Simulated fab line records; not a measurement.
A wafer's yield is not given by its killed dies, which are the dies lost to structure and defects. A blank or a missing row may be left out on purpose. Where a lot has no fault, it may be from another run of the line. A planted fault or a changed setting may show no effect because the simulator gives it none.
Matching of chambers | flow n5 finfet | 3 sister chambers for N5_BEOL_M9_DEP_56 on pecvd-01
The step deposits SiCN from 3MS/NH3, target thk 15 nm, time 26.5 s. 6 wafers are shown with their chamber, then 7 later ones without.

## WAFERS WITH THEIR CHAMBER
wafer  | chamber | throttle valve pct (%) | rf fwd power W (W)
L075.6 | 0       | 9.3                    | 198.6
L079.2 | 0       | 9.1                    | 199.0
L085.5 | 1       | 10.1                   | 200.3
L085.6 | 2       | 8.8                    | 198.8
L087.2 | 1       | 10.1                   | 201.0
L087.3 | 2       | 8.5                    | 199.5

## WAFERS MISSING THEIR CHAMBER
wafer  | throttle valve pct (%) | rf fwd power W (W)
L087.6 | 9.4                    | 199.9
L086.1 | 9.6                    | 201.7
L086.3 | 8.7                    | 199.5
L086.5 | 9.1                    | 198.6
L096.1 | 8.6                    | 199.0
L096.2 | 9.5                    | 199.6
L096.5 | 9.2                    | 199.9

## EACH ONE'S CHAMBER
wafer  | from the rows above     | in truth
L087.6 | 0                       | 0
L086.1 | 1                       | 1
L086.3 | 2                       | 2
L086.5 | 0                       | 0
L096.1 | 2                       | 2
L096.2 | can't be placed: 0 or 1 | 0
L096.5 | can't be placed: 0 or 2 | 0
Placed correctly: 5 of 7. Unplaceable from these rows: 2, with the true chamber sitting among the candidates in 2. Number placed wrongly: 0.
How it was worked out, from the rows above alone: a wafer's distance from a chamber is the root of the sum, over the readings, of the square of ((its reading less the chamber's mean) divided by the reading's scatter). If the next closest chamber is less than 2 further off than the closest, the wafer can't be placed; otherwise it belongs to the closest. For every chamber, the mean is computed from those of its wafers that are shown. How the scatter is found: for the shown wafers, subtract from each reading the mean of its chamber, square and add these, divide the total by (wafers less chambers), then take the root.
